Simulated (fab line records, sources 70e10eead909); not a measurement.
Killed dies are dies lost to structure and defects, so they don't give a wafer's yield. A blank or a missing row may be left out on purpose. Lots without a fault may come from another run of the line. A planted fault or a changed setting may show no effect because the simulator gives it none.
Which tool did it? | flow nand_harc | 13 lots, 39 wafers sampled, at 5 steps of a route of 1302

WHAT THE GAUGES READ, wafer by wafer
NHARC_P_ZERO_WELL_INSPECT_43. Usual: raw_defect_count 13, standard deviation 5.6.
lot  | measured    | on                | raw_defect_count | flag
L552 | day 2 03:45 | defect_inspect-01 | 10 12 17         |
L554 | day 3 02:27 | defect_inspect-01 | 9 7 19           |
L555 | day 3 09:36 | defect_inspect-01 | 5 7 5            |
L556 | day 3 19:40 | defect_inspect-02 | 10 20 6          |
L558 | day 4 16:14 | defect_inspect-01 | 7 7 15           |
L559 | day 5 01:51 | defect_inspect-01 | 13 20 29         |
L560 | day 5 11:28 | defect_inspect-01 | 21 12 8          |
L561 | day 5 23:55 | defect_inspect-02 | 16 8 10          |
L562 | day 6 07:19 | defect_inspect-02 | 18 11 17         |
L563 | day 6 17:44 | defect_inspect-02 | 10 11 11         |
L565 | day 7 13:44 | defect_inspect-01 | 10 22 15         |
L566 | day 7 23:43 | defect_inspect-02 | 14 7 8           |
L567 | day 8 09:34 | defect_inspect-02 | 15 14 10         |

NHARC_P_STI_CD_MEAS_09: target cd 200 nm. Usual: cd_nm 199.4 nm, standard deviation 1.9.
lot  | measured    | on        | cd_nm (nm)        | flag
L552 | day 3 01:36 | cd_sem-01 | 198.2 199.3 201.2 |
L554 | day 3 19:05 | cd_sem-03 | 200.1 200.8 201.0 |
L555 | day 4 02:47 | cd_sem-01 | 199.8 199.8 198.9 |
L556 | day 4 10:14 | cd_sem-01 | 194.3 196.5 198.1 |
L558 | day 5 08:52 | cd_sem-02 | 199.0 200.2 200.0 |
L559 | day 5 17:47 | cd_sem-02 | 196.1 199.2 197.9 |
L560 | day 6 04:31 | cd_sem-03 | 199.5 197.0 199.3 |
L561 | day 6 15:33 | cd_sem-03 | 198.2 200.9 199.0 |
L562 | day 7 01:04 | cd_sem-03 | 198.2 199.7 202.2 |
L563 | day 7 08:52 | cd_sem-01 | 200.3 201.5 199.9 |
L565 | day 8 04:56 | cd_sem-02 | 202.1 201.5 198.9 |

NHARC_END_SORT_01. Usual: killed_at_array 58, standard deviation 20; killed_at_other 0.9, standard deviation 1.4; killed_at_periphery 4, standard deviation 3.1; killed_dies 63, standard deviation 20; killed_open 3.3, standard deviation 1.8; killed_short 2.4, standard deviation 1.5.
lot  | measured     | on        | killed_at_array | killed_at_other | killed_at_periphery | killed_dies | killed_open | killed_short | flag
L552 | day 25 18:04 | prober-02 | 48 57 43        | 7 2 3           | 13 7 5              | 68 66 51    | 5 4 1       | 1 2 1        |
L554 | day 26 04:16 | prober-02 | 59 66 59        | 0 0 1           | 3 2 1               | 62 68 61    | 3 3 4       | 1 6 3        |
L555 | day 26 03:28 | prober-01 | 106 109 73      | 2 1 0           | 2 1 7               | 110 111 80  | 0 3 2       | 3 1 1        |
L556 | day 26 13:55 | prober-01 | 60 88 59        | 1 1 2           | 6 2 3               | 67 91 64    | 3 4 1       | 0 2 1        |
L558 | day 27 10:08 | prober-02 | 34 43 36        | 1 2 1           | 0 1 1               | 35 46 38    | 4 5 5       | 3 7 2        |
L559 | day 27 10:04 | prober-01 | 87 103 82       | 5 2 1           | 4 1 1               | 96 106 84   | 0 3 5       | 1 1 3        |
L560 | day 28 09:01 | prober-02 | 33 28 32        | 3 3 1           | 0 1 2               | 36 32 35    | 2 4 3       | 4 2 3        |
L561 | day 28 00:00 | prober-01 | 95 81 84        | 0 0 0           | 13 4 15             | 108 85 99   | 2 5 4       | 0 3 3        |
L562 | day 29 02:30 | prober-01 | 76 79 73        | 0 1 3           | 2 4 4               | 78 84 80    | 5 2 4       | 5 0 1        |
L563 | day 29 16:34 | prober-01 | 65 59 78        | 0 0 1           | 4 4 11              | 69 63 90    | 7 1 2       | 3 2 4        |
L565 | day 31 04:09 | prober-01 | 64 62 74        | 1 0 1           | 3 6 3               | 68 68 78    | 5 2 4       | 4 0 4        |
L566 | day 31 12:00 | prober-01 | 54 37 42        | 0 1 0           | 623 639 635         | 677 677 677 | 2 0 4       | 1 1 3        | OFF
L567 | day 31 02:40 | prober-02 | 52 80 77        | 0 0 2           | 625 597 598         | 677 677 677 | 4 6 5       | 2 5 2        | OFF

WHICH TOOL RAN EACH LOT (tool, then ch and the chambers of the sampled wafers, then the start)
lot  | NHARC_P_ZERO_WELL_STRIP_15         | NHARC_P_ZERO_WELL_DESCUM_54
L552 | wet_bench-02 ch 3,6,7, day 1 21:50 | rie_diel-01 ch 0,1,2, day 2 02:07
L554 | wet_bench-02 ch 1,5,7, day 2 20:31 | rie_diel-13 ch 0,2,3, day 3 00:37
L555 | wet_bench-03 ch 0,6,7, day 3 03:49 | rie_diel-06 ch 0,1,2, day 3 07:58
L556 | wet_bench-02 ch 2,3,4, day 3 13:53 | rie_diel-01 ch 0,1,3, day 3 17:55
L558 | wet_bench-02 ch 0,1,2, day 4 09:52 | rie_diel-06 ch 0,1,3, day 4 13:56
L559 | wet_bench-02 ch 3,6,7, day 4 19:54 | rie_diel-13 ch 0,1,3, day 5 00:14
L560 | wet_bench-06 ch 1,3,7, day 5 05:41 | rie_diel-01 ch 0,2, day 5 09:49
L561 | wet_bench-02 ch 0,2,6, day 5 15:47 | rie_diel-13 ch 0,2, day 5 22:07
L562 | wet_bench-02 ch 1,3,5, day 6 01:48 | rie_diel-01 ch 1,2,3, day 6 05:41
L563 | wet_bench-03 ch 1,3,4, day 6 11:50 | rie_diel-01 ch 0,1,2, day 6 16:04
L565 | wet_bench-02 ch 0,5,6, day 7 07:50 | rie_diel-01 ch 0,1,3, day 7 12:05
L566 | wet_bench-02 ch 3,6,7, day 7 17:50 | rie_diel-06 ch 0,2,3, day 7 22:03
L567 | wet_bench-03 ch 0,1,7, day 8 03:50 | rie_diel-13 ch 0,2,3, day 8 07:55
- NHARC_P_ZERO_WELL_STRIP_15: strips in SPM, time 900 s.
- NHARC_P_ZERO_WELL_DESCUM_54: chemistry O2, time 3 s.

WHAT THE TOOLS THEMSELVES READ (means of the sampled wafers that have a number; where no wafer has one, the mark that the record gives instead)
NHARC_P_ZERO_WELL_STRIP_15. Usual: bath_guard_temp_C 130.0 C, standard deviation 0.75; bath_heat_duty_pct 15.0 %, standard deviation 1.5.
lot  | tool         | bath_guard_temp_C (C) | bath_heat_duty_pct (%) | flag
L552 | wet_bench-02 | 130.4                 | 15.7                   |
L554 | wet_bench-02 | 130.0                 | 15.1                   |
L555 | wet_bench-03 | 129.7                 | 14.2                   |
L556 | wet_bench-02 | 129.7                 | 14.4                   |
L558 | wet_bench-02 | 129.2                 | 15.4                   |
L559 | wet_bench-02 | 130.5                 | 15.5                   |
L560 | wet_bench-06 | 129.9                 | 16.0                   |
L561 | wet_bench-02 | 129.3                 | 15.2                   |
L562 | wet_bench-02 | 130.4                 | 14.4                   |
L563 | wet_bench-03 | 129.9                 | 14.6                   |
L565 | wet_bench-02 | 130.0                 | 16.3                   |
L566 | wet_bench-02 | -                     | -                      | OFF
L567 | wet_bench-03 | -                     | -                      | OFF

NHARC_P_ZERO_WELL_DESCUM_54. Usual: drypump_motor_current_A 5.8 A, standard deviation 0.43; oes_product_au 1.001 a.u., standard deviation 0.0087; rf_vpp_V 57.7 V, standard deviation 0.96; showerhead_plenum_p_Torr 1.88 Torr, standard deviation 0.092; throttle_valve_pct 11.311 %, standard deviation 0.0094.
lot  | tool        | drypump_motor_current_A (A) | oes_product_au (a.u.) | rf_vpp_V (V) | showerhead_plenum_p_Torr (Torr) | throttle_valve_pct (%) | flag
L552 | rie_diel-01 | 5.6                         | 1.002                 | 57.9         | 1.89                            | 11.315                 |
L554 | rie_diel-13 | 6.0                         | 0.999                 | 58.6         | 1.94                            | 11.299                 |
L555 | rie_diel-06 | 5.9                         | 1.008                 | 58.5         | 1.90                            | 11.313                 |
L556 | rie_diel-01 | 5.8                         | 0.997                 | 57.3         | 1.82                            | 11.318                 |
L558 | rie_diel-06 | 5.9                         | 1.009                 | 56.8         | 1.90                            | 11.310                 |
L559 | rie_diel-13 | 5.7                         | 1.001                 | 58.4         | 1.89                            | 11.309                 |
L560 | rie_diel-01 | 5.5                         | 0.999                 | 58.5         | 1.87                            | 11.317                 |
L561 | rie_diel-13 | 5.9                         | 1.003                 | 58.1         | 1.93                            | 11.314                 |
L562 | rie_diel-01 | 6.0                         | 0.987                 | 57.8         | 1.91                            | 11.322                 |
L563 | rie_diel-01 | 5.6                         | 0.991                 | 57.7         | 1.88                            | 11.312                 |
L565 | rie_diel-01 | 5.8                         | 0.997                 | 57.8         | 1.81                            | 11.312                 |
L566 | rie_diel-06 | 5.7                         | 1.007                 | 57.7         | 1.91                            | 11.303                 |
L567 | rie_diel-13 | 6.0                         | 1.000                 | 57.2         | 1.93                            | 11.319                 |

THE ANSWER, worked out from the rows above alone
Rule: a lot is off if the mean of its wafers that have a number lies more than 3 standard deviations from the usual mean. A lot without any number at a reading at which 4 lots or more have one is off too. The other lots that the step has rows for count as sound. The gauges are gone through in route order, then the tools' own readings, and for those a lot's mean is taken as printed above. The first step at which some lot is off is used, and at that step the reading that is off furthest; a lot without a number counts as furthest.
Off: L566, L567, at NHARC_END_SORT_01 (killed_at_periphery).
A tool fits if, at a process step before that reading, it ran every lot that is off, and no sound lot after the first of them. The gauges at NHARC_END_SORT_01 aren't tried: what is off there is off at NHARC_P_ZERO_WELL_STRIP_15 too, on other tools, and a gauge's error can't cause that. None of those tried fits.

WHAT THE SIMULATOR HAD PUT IN
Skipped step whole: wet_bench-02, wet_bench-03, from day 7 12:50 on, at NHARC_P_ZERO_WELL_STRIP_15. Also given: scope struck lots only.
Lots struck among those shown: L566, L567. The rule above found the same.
